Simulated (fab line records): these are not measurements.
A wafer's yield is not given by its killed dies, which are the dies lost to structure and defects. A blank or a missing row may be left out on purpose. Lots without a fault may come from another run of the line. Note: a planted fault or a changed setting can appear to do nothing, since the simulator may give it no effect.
Which tool did it? || flow n5 finfet || 9 lots with 27 wafers sampled at 5 steps, on a route of 1938 steps

== WHAT THE GAUGES SHOWED, per wafer ==
N5_BEOL_M4_RC_MEAS_101.
{"lot": "L693", "measured": "day 9 11:10", "on": "prober-01", "DIBL_N (mV/V)": "39.2 37.5 33.2", "DIBL_P (mV/V)": "40.5 39.0 32.6", "IOFF_N (nA/um)": "0.22 0.17 0.10", "IOFF_P (nA/um)": "0.34 0.29 0.18", "ION_N (uA/um)": "686 677 646", "ION_P (uA/um)": "483 471 455", "RS_NWELL (ohm/sq)": "1040 1028 1040", "SS_N (mV/dec)": "71.1 71.0 69.9", "SS_P (mV/dec)": "74.5 73.9 72.5", "VT_N (mV)": "243 247 255", "VT_P (mV)": "-239 -244 -252"}
{"lot": "L694", "measured": "day 9 10:38", "on": "prober-02", "DIBL_N (mV/V)": "37.8 42.0 34.8", "DIBL_P (mV/V)": "36.2 40.1 33.9", "IOFF_N (nA/um)": "0.15 0.27 0.13", "IOFF_P (nA/um)": "0.21 0.27 0.18", "ION_N (uA/um)": "666 682 680", "ION_P (uA/um)": "459 458 468", "RS_NWELL (ohm/sq)": "1041 1053 1045", "SS_N (mV/dec)": "71.6 73.9 71.1", "SS_P (mV/dec)": "72.7 74.7 72.6", "VT_N (mV)": "250 245 252", "VT_P (mV)": "-249 -249 -251"}
{"lot": "L696", "measured": "day 9 21:14", "on": "prober-02", "DIBL_N (mV/V)": "35.1 36.8 35.6", "DIBL_P (mV/V)": "35.1 37.9 36.8", "IOFF_N (nA/um)": "0.14 0.16 0.15", "IOFF_P (nA/um)": "0.18 0.22 0.21", "ION_N (uA/um)": "679 668 680", "ION_P (uA/um)": "466 460 469", "RS_NWELL (ohm/sq)": "1048 1046 1040", "SS_N (mV/dec)": "71.7 71.1 70.9", "SS_P (mV/dec)": "72.6 74.0 72.8", "VT_N (mV)": "252 253 250", "VT_P (mV)": "-252 -251 -249"}
{"lot": "L701", "measured": "day 10 22:46", "on": "prober-01", "DIBL_N (mV/V)": "36.2 36.9 35.3", "DIBL_P (mV/V)": "36.5 37.1 35.5", "IOFF_N (nA/um)": "0.14 0.16 0.13", "IOFF_P (nA/um)": "0.21 0.23 0.20", "ION_N (uA/um)": "674 673 674", "ION_P (uA/um)": "459 467 465", "RS_NWELL (ohm/sq)": "1049 1049 1042", "SS_N (mV/dec)": "71.4 71.7 71.0", "SS_P (mV/dec)": "73.3 74.2 73.5", "VT_N (mV)": "256 251 251", "VT_P (mV)": "-252 -245 -250"}
{"lot": "L702", "measured": "day 11 09:17", "on": "prober-02", "DIBL_N (mV/V)": "36.3 37.3 36.5", "DIBL_P (mV/V)": "36.6 38.0 37.6", "IOFF_N (nA/um)": "0.15 0.16 0.16", "IOFF_P (nA/um)": "0.21 0.23 0.22", "ION_N (uA/um)": "678 659 681", "ION_P (uA/um)": "468 459 463", "RS_NWELL (ohm/sq)": "1035 1031 1044", "SS_N (mV/dec)": "71.1 71.4 71.4", "SS_P (mV/dec)": "73.3 74.0 73.7", "VT_N (mV)": "252 250 247", "VT_P (mV)": "-252 -248 -250"}
{"lot": "L704", "measured": "day 11 14:56", "on": "prober-01", "DIBL_N (mV/V)": "32.7 36.4 33.4", "DIBL_P (mV/V)": "34.8 38.2 34.6", "IOFF_N (nA/um)": "0.12 0.18 0.12", "IOFF_P (nA/um)": "0.18 0.23 0.18", "ION_N (uA/um)": "655 670 665", "ION_P (uA/um)": "459 466 460", "RS_NWELL (ohm/sq)": "1218 1209 1207", "SS_N (mV/dec)": "70.9 72.2 71.6", "SS_P (mV/dec)": "72.7 73.1 72.6", "VT_N (mV)": "252 249 253", "VT_P (mV)": "-252 -249 -252"}
{"lot": "L705", "measured": "day 11 17:41", "on": "prober-01", "DIBL_N (mV/V)": "39.4 37.4 37.5", "DIBL_P (mV/V)": "38.3 34.6 36.3", "IOFF_N (nA/um)": "0.19 0.15 0.16", "IOFF_P (nA/um)": "0.29 0.22 0.26", "ION_N (uA/um)": "660 660 674", "ION_P (uA/um)": "458 462 468", "RS_NWELL (ohm/sq)": "1217 1223 1220", "SS_N (mV/dec)": "72.1 71.8 72.5", "SS_P (mV/dec)": "74.2 73.2 73.5", "VT_N (mV)": "249 252 251", "VT_P (mV)": "-245 -248 -248"}
{"lot": "L709", "measured": "day 13 03:19", "on": "prober-01", "DIBL_N (mV/V)": "38.8 35.6 38.5", "DIBL_P (mV/V)": "40.6 36.4 40.4", "IOFF_N (nA/um)": "0.21 0.15 0.21", "IOFF_P (nA/um)": "0.29 0.21 0.30", "ION_N (uA/um)": "670 656 670", "ION_P (uA/um)": "462 456 467", "RS_NWELL (ohm/sq)": "1204 1205 1209", "SS_N (mV/dec)": "72.3 71.5 72.9", "SS_P (mV/dec)": "74.8 72.8 74.9", "VT_N (mV)": "247 253 245", "VT_P (mV)": "-244 -249 -247"}
{"lot": "L715", "measured": "day 14 07:49", "on": "prober-02", "DIBL_N (mV/V)": "38.0 39.0 37.8", "DIBL_P (mV/V)": "37.2 39.1 36.6", "IOFF_N (nA/um)": "0.19 0.23 0.18", "IOFF_P (nA/um)": "0.26 0.31 0.25", "ION_N (uA/um)": "699 682 674", "ION_P (uA/um)": "472 467 463", "RS_NWELL (ohm/sq)": "1033 1031 1032", "SS_N (mV/dec)": "71.8 71.8 72.4", "SS_P (mV/dec)": "73.5 74.1 73.6", "VT_N (mV)": "249 245 248", "VT_P (mV)": "-244 -244 -245"}

== TOOL THAT RAN EACH LOT (tool first, then ch and the chambers of the sampled wafers, then the start) ==
{"lot": "L693", "N5_WELL_APT_IMPLANT_14": "implanter-01 ch 0, day 1 14:04", "N5_PMOS_HMC_CHANNEL_EPI_ETCH_38": "rie si-04 ch 0,3, day 1 18:14", "N5_FIN_SAQP_HM_DEP_03": "pecvd-04 ch 0,1,2, day 1 21:14", "N5_FIN_SAQP_PECVD_47": "pecvd-03 ch 0,2, day 1 21:22"}
{"lot": "L694", "N5_WELL_APT_IMPLANT_14": "implanter-01 ch 0, day 1 19:52", "N5_PMOS_HMC_CHANNEL_EPI_ETCH_38": "rie si-03 ch 1,2,3, day 1 23:50", "N5_FIN_SAQP_HM_DEP_03": "pecvd-04 ch 0,1, day 2 02:44", "N5_FIN_SAQP_PECVD_47": "pecvd-03 ch 0,1,2, day 2 02:53"}
{"lot": "L696", "N5_WELL_APT_IMPLANT_14": "implanter-01 ch 0, day 2 08:22", "N5_PMOS_HMC_CHANNEL_EPI_ETCH_38": "rie si-01 ch 0,1,2, day 2 12:20", "N5_FIN_SAQP_HM_DEP_03": "pecvd-03 ch 0,2, day 2 16:02", "N5_FIN_SAQP_PECVD_47": "pecvd-01 ch 0, day 2 16:10"}
{"lot": "L701", "N5_WELL_APT_IMPLANT_14": "implanter-01 ch 0, day 3 14:07", "N5_PMOS_HMC_CHANNEL_EPI_ETCH_38": "rie si-03 ch 0,1,3, day 3 17:53", "N5_FIN_SAQP_HM_DEP_03": "pecvd-04 ch 0,1, day 3 20:55", "N5_FIN_SAQP_PECVD_47": "pecvd-03 ch 0,1,2, day 3 21:02"}
{"lot": "L702", "N5_WELL_APT_IMPLANT_14": "implanter-01 ch 0, day 3 19:57", "N5_PMOS_HMC_CHANNEL_EPI_ETCH_38": "rie si-03 ch 0,1,2, day 4 00:04", "N5_FIN_SAQP_HM_DEP_03": "pecvd-03 ch 0,2, day 4 03:10", "N5_FIN_SAQP_PECVD_47": "pecvd-01 ch 1,2, day 4 03:17"}
{"lot": "L704", "N5_WELL_APT_IMPLANT_14": "implanter-01 ch 0, day 4 08:11", "N5_PMOS_HMC_CHANNEL_EPI_ETCH_38": "rie si-03 ch 1,2,3, day 4 11:56", "N5_FIN_SAQP_HM_DEP_03": "pecvd-03 ch 0,1,2, day 4 15:12", "N5_FIN_SAQP_PECVD_47": "pecvd-01 ch 0,1,2, day 4 15:19"}
{"lot": "L705", "N5_WELL_APT_IMPLANT_14": "implanter-01 ch 0, day 4 13:47", "N5_PMOS_HMC_CHANNEL_EPI_ETCH_38": "rie si-03 ch 1,2, day 4 17:51", "N5_FIN_SAQP_HM_DEP_03": "pecvd-03 ch 0,1,2, day 4 22:33", "N5_FIN_SAQP_PECVD_47": "pecvd-01 ch 0,2, day 4 22:40"}
{"lot": "L709", "N5_WELL_APT_IMPLANT_14": "implanter-01 ch 0, day 5 14:07", "N5_PMOS_HMC_CHANNEL_EPI_ETCH_38": "rie si-01 ch 1,2,3, day 5 17:37", "N5_FIN_SAQP_HM_DEP_03": "pecvd-01 ch 0,1,2, day 5 20:37", "N5_FIN_SAQP_PECVD_47": "pecvd-04 ch 0,1,2, day 5 20:44"}
{"lot": "L715", "N5_WELL_APT_IMPLANT_14": "implanter-02 ch 0, day 7 01:54", "N5_PMOS_HMC_CHANNEL_EPI_ETCH_38": "rie si-04 ch 1,2,3, day 7 05:43", "N5_FIN_SAQP_HM_DEP_03": "pecvd-01 ch 0,1, day 7 09:38", "N5_FIN_SAQP_PECVD_47": "pecvd-03 ch 0,1, day 7 09:46"}
- N5_WELL_APT_IMPLANT_14
- N5_PMOS_HMC_CHANNEL_EPI_ETCH_38: etches SiO2 in CF4, target depth 1.5 nm.
- N5_FIN_SAQP_HM_DEP_03: deposits SiNx from SiH4/NH3/N2, target thk 38 nm, time 33.6 s.
- N5_FIN_SAQP_PECVD_47: deposits a-Si from SiH4/He, target thk 45 nm, time 36.3 s.

== WHAT THE TOOLS THEMSELVES READ (means of the sampled wafers that have a number; where no wafer has one, the mark that the record gives instead) ==
N5_WELL_APT_IMPLANT_14.
{"lot": "L693", "tool": "implanter-01", "beam on s (s)": 9.89, "dose ions cm2": 1.5e+13, "end station pressure torr (Torr)": 5.22e-06, "faraday current uA": 192}
{"lot": "L694", "tool": "implanter-01", "beam on s (s)": 9.92, "dose ions cm2": 1.5e+13, "end station pressure torr (Torr)": 5.12e-06, "faraday current uA": 191}
{"lot": "L696", "tool": "implanter-01", "beam on s (s)": 9.91, "dose ions cm2": 1.5e+13, "end station pressure torr (Torr)": 5.37e-06, "faraday current uA": 192}
{"lot": "L701", "tool": "implanter-01", "beam on s (s)": 9.91, "dose ions cm2": 1.5e+13, "end station pressure torr (Torr)": 4.99e-06, "faraday current uA": 192}
{"lot": "L702", "tool": "implanter-01", "beam on s (s)": 9.87, "dose ions cm2": 1.5e+13, "end station pressure torr (Torr)": 5.12e-06, "faraday current uA": 193}
{"lot": "L704", "tool": "implanter-01", "beam on s (s)": 9.80, "dose ions cm2": 1.1e+13, "end station pressure torr (Torr)": 5.08e-06, "faraday current uA": 147}
{"lot": "L705", "tool": "implanter-01", "beam on s (s)": 9.94, "dose ions cm2": 1.1e+13, "end station pressure torr (Torr)": 5.04e-06, "faraday current uA": 144}
{"lot": "L709", "tool": "implanter-01", "beam on s (s)": 10.29, "dose ions cm2": 1.1e+13, "end station pressure torr (Torr)": 5.02e-06, "faraday current uA": 140}
{"lot": "L715", "tool": "implanter-02", "beam on s (s)": 10.06, "dose ions cm2": 1.5e+13, "end station pressure torr (Torr)": 5.25e-06, "faraday current uA": 189}

N5_PMOS_HMC_CHANNEL_EPI_ETCH_38.
{"lot": "L693", "tool": "rie si-04", "drypump motor current A (A)": 6.1, "oes product au (a.u.)": 1.020, "throttle valve pct (%)": 21.88}
{"lot": "L694", "tool": "rie si-03", "drypump motor current A (A)": 6.2, "oes product au (a.u.)": 0.998, "throttle valve pct (%)": 21.93}
{"lot": "L696", "tool": "rie si-01", "drypump motor current A (A)": 5.9, "oes product au (a.u.)": 0.992, "throttle valve pct (%)": 21.75}
{"lot": "L701", "tool": "rie si-03", "drypump motor current A (A)": 6.0, "oes product au (a.u.)": 0.983, "throttle valve pct (%)": 22.05}
{"lot": "L702", "tool": "rie si-03", "drypump motor current A (A)": 5.8, "oes product au (a.u.)": 0.992, "throttle valve pct (%)": 21.76}
{"lot": "L704", "tool": "rie si-03", "drypump motor current A (A)": 6.2, "oes product au (a.u.)": 0.992, "throttle valve pct (%)": 21.93}
{"lot": "L705", "tool": "rie si-03", "drypump motor current A (A)": 6.2, "oes product au (a.u.)": 0.989, "throttle valve pct (%)": 21.84}
{"lot": "L709", "tool": "rie si-01", "drypump motor current A (A)": 5.6, "oes product au (a.u.)": 1.000, "throttle valve pct (%)": 21.77}
{"lot": "L715", "tool": "rie si-04", "drypump motor current A (A)": 6.1, "oes product au (a.u.)": 1.021, "throttle valve pct (%)": 21.81}

N5_FIN_SAQP_HM_DEP_03.
{"lot": "L693", "tool": "pecvd-04", "heater power outer w (W)": 363, "heater power w (W)": 634, "showerhead plenum p Torr (Torr)": 5.16, "throttle valve pct (%)": 39.2}
{"lot": "L694", "tool": "pecvd-04", "heater power outer w (W)": 382, "heater power w (W)": 661, "showerhead plenum p Torr (Torr)": 5.20, "throttle valve pct (%)": 40.4}
{"lot": "L696", "tool": "pecvd-03", "heater power outer w (W)": 458, "heater power w (W)": 726, "showerhead plenum p Torr (Torr)": 5.13, "throttle valve pct (%)": 40.8}
{"lot": "L701", "tool": "pecvd-04", "heater power outer w (W)": 418, "heater power w (W)": 700, "showerhead plenum p Torr (Torr)": 5.15, "throttle valve pct (%)": 40.2}
{"lot": "L702", "tool": "pecvd-03", "heater power outer w (W)": 403, "heater power w (W)": 686, "showerhead plenum p Torr (Torr)": 5.13, "throttle valve pct (%)": 40.6}
{"lot": "L704", "tool": "pecvd-03", "heater power outer w (W)": 466, "heater power w (W)": 736, "showerhead plenum p Torr (Torr)": 5.13, "throttle valve pct (%)": 40.6}
{"lot": "L705", "tool": "pecvd-03", "heater power outer w (W)": 450, "heater power w (W)": 736, "showerhead plenum p Torr (Torr)": 5.14, "throttle valve pct (%)": 40.5}
{"lot": "L709", "tool": "pecvd-01", "heater power outer w (W)": 518, "heater power w (W)": 844, "showerhead plenum p Torr (Torr)": 5.21, "throttle valve pct (%)": 39.1}
{"lot": "L715", "tool": "pecvd-01", "heater power outer w (W)": 579, "heater power w (W)": 918, "showerhead plenum p Torr (Torr)": 5.20, "throttle valve pct (%)": 40.9}

N5_FIN_SAQP_PECVD_47.
{"lot": "L693", "tool": "pecvd-03", "heater power outer w (W)": 452, "heater power w (W)": 735, "showerhead plenum p Torr (Torr)": 5.65, "throttle valve pct (%)": 18.6}
{"lot": "L694", "tool": "pecvd-03", "heater power outer w (W)": 496, "heater power w (W)": 792, "showerhead plenum p Torr (Torr)": 5.66, "throttle valve pct (%)": 18.4}
{"lot": "L696", "tool": "pecvd-01", "heater power outer w (W)": 598, "heater power w (W)": 928, "showerhead plenum p Torr (Torr)": 5.72, "throttle valve pct (%)": 18.6}
{"lot": "L701", "tool": "pecvd-03", "heater power outer w (W)": 504, "heater power w (W)": 813, "showerhead plenum p Torr (Torr)": 5.68, "throttle valve pct (%)": 18.6}
{"lot": "L702", "tool": "pecvd-01", "heater power outer w (W)": 508, "heater power w (W)": 810, "showerhead plenum p Torr (Torr)": 5.70, "throttle valve pct (%)": 17.6}
{"lot": "L704", "tool": "pecvd-01", "heater power outer w (W)": 538, "heater power w (W)": 874, "showerhead plenum p Torr (Torr)": 5.72, "throttle valve pct (%)": 17.7}
{"lot": "L705", "tool": "pecvd-01", "heater power outer w (W)": 583, "heater power w (W)": 918, "showerhead plenum p Torr (Torr)": 5.73, "throttle valve pct (%)": 16.9}
{"lot": "L709", "tool": "pecvd-04", "heater power outer w (W)": 446, "heater power w (W)": 759, "showerhead plenum p Torr (Torr)": 5.68, "throttle valve pct (%)": 18.0}
{"lot": "L715", "tool": "pecvd-03", "heater power outer w (W)": 536, "heater power w (W)": 845, "showerhead plenum p Torr (Torr)": 5.67, "throttle valve pct (%)": 18.3}

== THE ANSWER, worked out from the rows above alone ==
Rule: the lots themselves supply what counts as usual. Put in order of their means at a reading, lots are off if they are a third of the lots or fewer, leave a main group of 4 or more, and stand apart from it by a gap of 3 or more times the standard deviation of the main group's means; of several such gaps the widest counts. Not used: any main group whose means are identical at the precision the tables above print for the reading. Also off: a lot with no number at a reading for which 4 or more lots have one. All remaining lots with rows at the step are treated as sound. Order of review: gauges by route order, followed by the tools' own readings, for which a lot's mean as printed above is used. The first step at which some lot is off is used, and at that step the reading that is off furthest; a lot without a number counts as furthest.
Off: at N5_BEOL_M4_RC_MEAS_101 (RS_NWELL), L704, L705, L709. Mean 1040 ohm/sq and standard deviation 5.7 in the main group.
A tool fits if, at a process step before that reading, it ran every lot that is off, and no sound lot after the first of them. The gauges at N5_BEOL_M4_RC_MEAS_101 aren't tried: what is off there is off at N5_WELL_APT_IMPLANT_14 too, on other tools, and a gauge's error can't cause that. One candidate fits, namely implanter-01 at N5_WELL_APT_IMPLANT_14. A fault onset in the window from L702 (day 3 19:57, its last sound lot) to L704 (day 4 08:11, its first lot off) fits.
The tool's own readings at N5_WELL_APT_IMPLANT_14 bear it out: on the lots that are off they differ by more than 5 times the standard deviation of the sound lots' means. dose ions cm2 reads 1.1e+13 there against 1.5e+13 on the sound lots; faraday current uA reads 144 there against 192 on the sound lots.

== WHAT THE SIMULATOR HAD INSERTED ==
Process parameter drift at N5_WELL_APT_IMPLANT_14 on implanter-01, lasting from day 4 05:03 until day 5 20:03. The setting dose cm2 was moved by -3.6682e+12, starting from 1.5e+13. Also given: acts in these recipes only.
Lots struck among those shown: L704, L705, L709. The rule above reached the same finding.
